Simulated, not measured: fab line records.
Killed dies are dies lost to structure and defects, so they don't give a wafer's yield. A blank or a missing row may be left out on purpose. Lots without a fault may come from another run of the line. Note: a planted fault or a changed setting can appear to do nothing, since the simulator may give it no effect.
Matching of chambers -- flow nandHarc -- pecvd-01 running NHARC_A_SLIT_DEP_23: 3 sister chambers
The step deposits SiON, target thk 100 nm. 16 wafers are shown with their chamber, then 8 later ones without.

WAFERS, EACH WITH ITS CHAMBER
wafer,chamber,showerheadVppV (V),heaterPowerW (W),susceptorTempC (C)
L075.1,2,1156,885,399.91
L075.4,2,1161,864,399.91
L075.5,0,1091,631,400.13
L081.1,2,1148,837,399.89
L081.4,0,1102,659,399.72
L081.6,1,1046,842,400.67
L080.3,1,1054,841,400.08
L080.4,1,1043,869,399.85
L080.5,0,1083,586,399.92
L082.1,0,1072,692,399.75
L082.3,1,1035,754,399.75
L082.5,2,1155,865,399.64
L083.1,0,1101,638,399.87
L083.2,1,1047,884,399.95
L083.6,2,1146,790,399.90
L089.2,0,1094,640,400.13

SIGNATURES, as means of the wafers listed above
reading,chamber 0,chamber 1,chamber 2,scatter within a chamber
showerheadVppV,1090.50,1045.00,1153.20,8.75
heaterPowerW,641.00,838.00,848.20,40.8
susceptorTempC,399.9200,400.0600,399.8500,0.239
Rule: distance of a wafer from a chamber = root of the sum over the readings of ((wafer's reading minus chamber's mean) / reading's scatter) squared. If the next closest chamber is less than 2 further off than the closest, the wafer can't be placed; otherwise it belongs to the closest. The scatter: the root of (the sum of the squares of (reading less its chamber's mean) over the shown wafers, divided by (wafers less chambers)).

WAFERS MISSING THEIR CHAMBER
wafer,showerheadVppV (V),heaterPowerW (W),susceptorTempC (C)
L089.3,1165,818,399.93
L089.5,1071,798,399.88
L090.2,1080,705,400.14
L090.3,1039,828,400.02
L090.4,1144,821,399.66
L093.2,1151,839,399.84
L093.4,1080,615,400.04
L093.5,1164,854,400.14

WHICH CHAMBER EACH WENT THROUGH
wafer,from the rows above,in truth
L089.3,2,2
L089.5,can't be placed: 1 or 0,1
L090.2,0,0
L090.3,1,1
L090.4,2,2
L093.2,2,2
L093.4,0,0
L093.5,2,2
Correctly placed: 7 of 8. Unplaceable from these rows: 1, with the true chamber sitting among the candidates in 1. 0 placed wrongly.
